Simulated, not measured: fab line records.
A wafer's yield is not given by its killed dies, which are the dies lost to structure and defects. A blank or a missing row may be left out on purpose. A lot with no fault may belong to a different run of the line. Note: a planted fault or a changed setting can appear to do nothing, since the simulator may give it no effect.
What tool caused it? :: flow n5 finfet :: 11 lots with 33 wafers sampled at 2 steps, on a route of 1938 steps

## WHAT THE GAUGES READ, wafer by wafer
N5_BEOL_M7_CD_MEAS_11: target cd 38.5 nm. Usual: cd nm 38.3 nm, standard deviation 0.49.
lot: L222
measured: day 9 04:38
on: cd sem-01
cd nm (nm): 37.9 39.0 38.2
flag: 

lot: L223
measured: day 9 08:43
on: cd sem-03
cd nm (nm): 38.4 38.8 38.4
flag: 

lot: L224
measured: day 9 11:46
on: cd sem-02
cd nm (nm): 37.5 38.4 38.0
flag: 

lot: L233
measured: day 12 02:48
on: cd sem-03
cd nm (nm): 37.8 38.2 38.3
flag: 

lot: L234
measured: day 12 08:26
on: cd sem-01
cd nm (nm): 37.9 38.0 38.0
flag: 

lot: L237
measured: day 13 06:54
on: cd sem-01
cd nm (nm): 39.4 38.4 39.1
flag: 

lot: L238
measured: day 13 10:48
on: cd sem-03
cd nm (nm): 37.6 37.3 37.8
flag: 

lot: L242
measured: day 14 14:26
on: cd sem-02
cd nm (nm): 39.3 38.5 38.5
flag: 

lot: L241
measured: day 15 06:12
on: cd sem-02
cd nm (nm): 38.3 39.1 38.0
flag: 

lot: L244
measured: day 15 10:19
on: cd sem-02
cd nm (nm): 38.4 38.1 37.4
flag: 

lot: L245
measured: day 16 06:46
on: cd sem-03
cd nm (nm): 38.3 38.7 38.1
flag: 

## EACH LOT AND THE TOOL THAT RAN IT (in order: tool; ch and the chambers of the sampled wafers; start)
lot: L222
N5_BEOL_M6_SPUTTER_48: pvd sputter-01, day 8 23:44

lot: L223
N5_BEOL_M6_SPUTTER_48: pvd sputter-02, day 9 05:11

lot: L224
N5_BEOL_M6_SPUTTER_48: pvd sputter-03, day 9 09:12

lot: L233
N5_BEOL_M6_SPUTTER_48: pvd sputter-03, day 11 20:47

lot: L234
N5_BEOL_M6_SPUTTER_48: pvd sputter-03, day 12 04:18

lot: L237
N5_BEOL_M6_SPUTTER_48: pvd sputter-03, day 13 02:35

lot: L238
N5_BEOL_M6_SPUTTER_48: pvd sputter-02, day 13 07:48

lot: L242
N5_BEOL_M6_SPUTTER_48: pvd sputter-02, day 14 11:58

lot: L241
N5_BEOL_M6_SPUTTER_48: pvd sputter-03, day 15 02:14

lot: L244
N5_BEOL_M6_SPUTTER_48: pvd sputter-01, day 15 06:08

lot: L245
N5_BEOL_M6_SPUTTER_48: pvd sputter-01, day 16 03:44
- N5_BEOL_M6_SPUTTER_48: material Cu, target thk 10 nm, time 1.667 s.

## AS READ BY THE TOOLS THEMSELVES (means over the sampled wafers that have a number; for cases with no such wafer, the mark the record gives instead)
N5_BEOL_M6_SPUTTER_48. Usual: throttle valve pct 29.9 %, standard deviation 1.
lot: L222
tool: pvd sputter-01
throttle valve pct (%): 30.8
flag: 

lot: L223
tool: pvd sputter-02
throttle valve pct (%): 29.0
flag: 

lot: L224
tool: pvd sputter-03
throttle valve pct (%): 30.6
flag: 

lot: L233
tool: pvd sputter-03
throttle valve pct (%): 30.4
flag: 

lot: L234
tool: pvd sputter-03
throttle valve pct (%): 29.5
flag: 

lot: L237
tool: pvd sputter-03
throttle valve pct (%): 29.6
flag: 

lot: L238
tool: pvd sputter-02
throttle valve pct (%): 29.2
flag: 

lot: L242
tool: pvd sputter-02
throttle valve pct (%): 29.3
flag: 

lot: L241
tool: pvd sputter-03
throttle valve pct (%): 30.7
flag: 

lot: L244
tool: pvd sputter-01
throttle valve pct (%): 30.6
flag: 

lot: L245
tool: pvd sputter-01
throttle valve pct (%): 31.0
flag: 

## THE ANSWER, worked out from the rows above alone
Rule: take the mean of a lot's wafers that have a number; if it is more than 3 standard deviations from the usual mean, the lot is off. A lot without any number at a reading at which 4 lots or more have one is off too. Where the step has rows for the other lots, those lots are counted as sound. The gauges are gone through in route order, then the tools' own readings, and for those a lot's mean is taken as printed above. The first step at which some lot is off is used, and at that step the reading that is off furthest; a lot without a number counts as furthest.
Across all readings shown, no lot is off: no conclusion can be drawn from this.

## WHAT THE SIMULATOR HAD INSERTED
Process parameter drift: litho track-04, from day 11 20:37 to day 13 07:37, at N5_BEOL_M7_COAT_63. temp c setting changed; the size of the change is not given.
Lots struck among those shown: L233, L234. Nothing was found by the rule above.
